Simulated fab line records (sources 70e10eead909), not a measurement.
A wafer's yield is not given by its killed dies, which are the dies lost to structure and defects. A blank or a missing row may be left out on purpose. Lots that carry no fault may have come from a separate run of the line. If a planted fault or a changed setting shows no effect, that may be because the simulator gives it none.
Which tool is to blame? + flow nand harc + Sampling: 13 lots, 39 wafers, 5 of 1159 route steps

## WHAT THE GAUGES READ, wafer by wafer
NHARC_A_BLC_OVL_MEAS_11. Usual: overlay x nm -0.2 nm, standard deviation 0.74; overlay y nm 0.2 nm, standard deviation 0.8.
| lot  | measured     | on         | overlay x nm (nm) | overlay y nm (nm) | flag |
|------|--------------|------------|-------------------|-------------------|------|
| L893 | day 17 23:37 | overlay-02 | -0.7 -0.4 -0.4    | 0.0 0.1 0.2       |      |
| L894 | day 18 01:08 | overlay-01 | 0.4 0.1 0.2       | -0.4 -0.4 -0.4    |      |
| L895 | day 18 07:42 | overlay-02 | -0.6 -0.4 0.1     | 0.1 0.4 0.3       |      |
| L897 | day 18 08:53 | overlay-02 | -0.9 -0.5 -0.6    | 0.5 -0.5 0.4      |      |
| L901 | day 19 04:23 | overlay-02 | -0.6 -0.2 0.3     | 0.6 0.5 0.0       |      |
| L899 | day 19 05:33 | overlay-02 | 1.3 1.1 0.9       | 0.2 -0.1 0.4      |      |
| L905 | day 20 06:11 | overlay-01 | 0.4 0.3 0.1       | -0.7 -0.5 -0.6    |      |
| L907 | day 20 12:01 | overlay-01 | -1.2 -1.8 -1.6    | -2.0 -1.8 -1.3    |      |
| L913 | day 21 13:51 | overlay-02 | 0.4 0.9 0.6       | 0.3 0.4 0.6       |      |
| L909 | day 21 17:03 | overlay-02 | 0.9 0.7 1.4       | 0.3 0.6 0.4       |      |
| L914 | day 21 17:44 | overlay-02 | -0.3 0.1 -0.2     | -0.4 -0.5 0.1     |      |
| L915 | day 22 06:40 | overlay-02 | -0.5 -0.4 -0.4    | 0.8 0.9 1.1       |      |
| L916 | day 23 20:51 | overlay-01 | 0.7 1.1 0.9       | 1.0 1.1 1.1       |      |

NHARC_A_BLC_INSPECT_12. Usual: raw defect count reads 29 (standard deviation 12).
| lot  | measured     | on                | raw defect count | flag |
|------|--------------|-------------------|------------------|------|
| L893 | day 17 23:40 | defect inspect-02 | 19 9 14          |      |
| L894 | day 18 01:10 | defect inspect-01 | 18 22 30         |      |
| L895 | day 18 07:44 | defect inspect-02 | 44 40 26         |      |
| L897 | day 18 08:56 | defect inspect-02 | 24 12 27         |      |
| L901 | day 19 04:25 | defect inspect-02 | 27 28 20         |      |
| L899 | day 19 05:35 | defect inspect-01 | 19 23 22         |      |
| L905 | day 20 06:14 | defect inspect-02 | 41 46 39         |      |
| L907 | day 20 12:04 | defect inspect-01 | 14 21 14         |      |
| L913 | day 21 13:53 | defect inspect-01 | 33 37 33         |      |
| L909 | day 21 17:05 | defect inspect-01 | 36 47 52         |      |
| L914 | day 21 17:46 | defect inspect-02 | 28 37 24         |      |
| L915 | day 22 06:42 | defect inspect-01 | 19 14 12         |      |
| L916 | day 23 20:53 | defect inspect-02 | 16 26 26         |      |

NHARC_END_SORT_01. Usual: killed at array 28, standard deviation 10; killed at other 0.6, standard deviation 0.85; killed at periphery 3.3, standard deviation 2.3; killed dies 32, standard deviation 11; killed open 3.3, standard deviation 1.5; killed short 2.1, standard deviation 1.4.
| lot  | measured     | on        | killed at array | killed at other | killed at periphery | killed dies | killed open | killed short | flag |
|------|--------------|-----------|-----------------|-----------------|---------------------|-------------|-------------|--------------|------|
| L907 | day 22 09:23 | prober-02 | 14 18 18        | 1 0 0           | 2 4 0               | 17 22 18    | 3 2 3       | 2 2 2        |      |
| L909 | day 23 19:02 | prober-02 | 31              | 2               | 7                   | 40          | 2           | 3            |      |

## EACH LOT AND THE TOOL THAT RAN IT (in order: tool; ch and the chambers of the sampled wafers; start)
| lot  | NHARC_A_BLC_ETCH_16                | NHARC_A_BLC_STRIP_22                |
|------|------------------------------------|-------------------------------------|
| L893 | rie diel-09 ch 1,2,3, day 17 23:48 | wet bench-04 ch 2,3,7, day 18 01:02 |
| L894 | rie diel-13 ch 1,2,3, day 18 01:20 | wet bench-05 ch 5,6,7, day 18 02:37 |
| L895 | rie diel-04 ch 0,1,3, day 18 07:53 | wet bench-04 ch 2,3,6, day 18 09:06 |
| L897 | rie diel-04 ch 0,1,2, day 18 09:05 | wet bench-04 ch 0,1,3, day 18 10:17 |
| L901 | rie diel-04 ch 0,3, day 19 04:34   | wet bench-05 ch 1,5,6, day 19 05:46 |
| L899 | rie diel-04 ch 0,1, day 19 05:44   | wet bench-03 ch 0,1,2, day 19 06:58 |
| L905 | rie diel-13 ch 0,2,3, day 20 06:23 | wet bench-04 ch 1,5,6, day 20 07:36 |
| L907 | rie diel-09 ch 1,2,3, day 20 12:13 | wet bench-05 ch 1,3,7, day 20 13:26 |
| L913 | rie diel-04 ch 0,1,3, day 21 14:02 | wet bench-05 ch 2,5,6, day 21 15:15 |
| L909 | rie diel-09 ch 0,1, day 21 17:14   | wet bench-04 ch 3,6,7, day 21 18:26 |
| L914 | rie diel-04 ch 2,3, day 21 17:55   | wet bench-05 ch 0,1,4, day 21 19:08 |
| L915 | rie diel-09 ch 0,1,2, day 22 06:51 | wet bench-04 ch 1,4,5, day 22 08:04 |
| L916 | rie diel-04 ch 0,1, day 23 21:02   | wet bench-04 ch 4,6,7, day 23 22:16 |
- NHARC_A_BLC_ETCH_16: etches the open film in CF4, target depth 39 nm, time 65 s.
- NHARC_A_BLC_STRIP_22: strips in post etch residue remover, time 600 s.

## WHAT THE TOOLS THEMSELVES READ (means of the sampled wafers that have a number; where no wafer has one, the mark that the record gives instead)
NHARC_A_BLC_ETCH_16. Usual: drypump motor current A 5.7 A, standard deviation 0.38; oes product au 1.003 a.u., standard deviation 0.0078; rf vpp V 151.3 V, standard deviation 1.1; showerhead plenum p Torr 1.77 Torr, standard deviation 0.056; throttle valve pct 13.284 %, standard deviation 0.0088.
| lot  | tool        | drypump motor current A (A) | oes product au (a.u.) | rf vpp V (V) | showerhead plenum p Torr (Torr) | throttle valve pct (%) | flag |
|------|-------------|-----------------------------|-----------------------|--------------|---------------------------------|------------------------|------|
| L893 | rie diel-09 | 5.9                         | 0.999                 | 151.0        | 1.79                            | 13.283                 |      |
| L894 | rie diel-13 | 6.1                         | 1.005                 | 151.5        | 1.79                            | 13.287                 |      |
| L895 | rie diel-04 | 5.8                         | 1.009                 | 151.1        | 1.77                            | 13.281                 |      |
| L897 | rie diel-04 | 5.7                         | 1.010                 | 151.1        | 1.76                            | 13.283                 |      |
| L901 | rie diel-04 | 5.8                         | 1.003                 | 150.6        | 1.76                            | 13.280                 |      |
| L899 | rie diel-04 | 5.7                         | 1.011                 | 152.2        | 1.78                            | 13.295                 |      |
| L905 | rie diel-13 | 5.6                         | 1.002                 | 152.7        | 1.88                            | 13.281                 |      |
| L907 | rie diel-09 | 5.9                         | 0.991                 | 151.3        | 1.79                            | 13.273                 |      |
| L913 | rie diel-04 | 5.9                         | 1.001                 | 151.4        | 1.77                            | 13.278                 |      |
| L909 | rie diel-09 | 5.8                         | 1.000                 | 150.8        | 1.73                            | 13.276                 |      |
| L914 | rie diel-04 | 5.7                         | 1.012                 | 150.9        | 1.74                            | 13.283                 |      |
| L915 | rie diel-09 | 5.8                         | 1.003                 | 150.8        | 1.73                            | 13.283                 |      |
| L916 | rie diel-04 | 6.0                         | 1.008                 | 152.1        | 1.76                            | 13.281                 |      |

NHARC_A_BLC_STRIP_22. Usual: bath heat duty pct 13.0 %, standard deviation 1.4; run length s 602.9 s, standard deviation 0.99.
| lot  | tool         | bath heat duty pct (%) | run length s (s) | flag |
|------|--------------|------------------------|------------------|------|
| L893 | wet bench-04 | 14.6                   | 601.7            |      |
| L894 | wet bench-05 | 13.4                   | 603.7            |      |
| L895 | wet bench-04 | 15.2                   | 602.9            |      |
| L897 | wet bench-04 | 13.1                   | 602.3            |      |
| L901 | wet bench-05 | 13.0                   | 603.4            |      |
| L899 | wet bench-03 | 12.5                   | 603.5            |      |
| L905 | wet bench-04 | 12.5                   | 602.7            |      |
| L907 | wet bench-05 | 14.3                   | 603.6            |      |
| L913 | wet bench-05 | -                      | -                | OFF  |
| L909 | wet bench-04 | -                      | -                | OFF  |
| L914 | wet bench-05 | 12.6                   | 602.0            |      |
| L915 | wet bench-04 | 12.1                   | 602.5            |      |
| L916 | wet bench-04 | 13.4                   | 603.1            |      |

## THE ANSWER, worked out from the rows above alone
Rule: take the mean of a lot's wafers that have a number; if it is more than 3 standard deviations from the usual mean, the lot is off. Also off: a lot with no number at a reading for which 4 or more lots have one. The other lots that the step has rows for count as sound. First the gauges in route order, then the tools' own readings, where a lot's mean is used as printed above. The first step at which some lot is off is used, and at that step the reading that is off furthest; a lot without a number counts as furthest.
Off, at NHARC_A_BLC_STRIP_22 on bath heat duty pct: L913, L909. Without a number there: L913, L909.
If a tool, at that step or one of the process steps before it, ran each lot that is off and ran no sound lot following the first of them, it fits. Of those tried, none fits.

## WHAT HAD BEEN PUT IN BY THE SIMULATOR
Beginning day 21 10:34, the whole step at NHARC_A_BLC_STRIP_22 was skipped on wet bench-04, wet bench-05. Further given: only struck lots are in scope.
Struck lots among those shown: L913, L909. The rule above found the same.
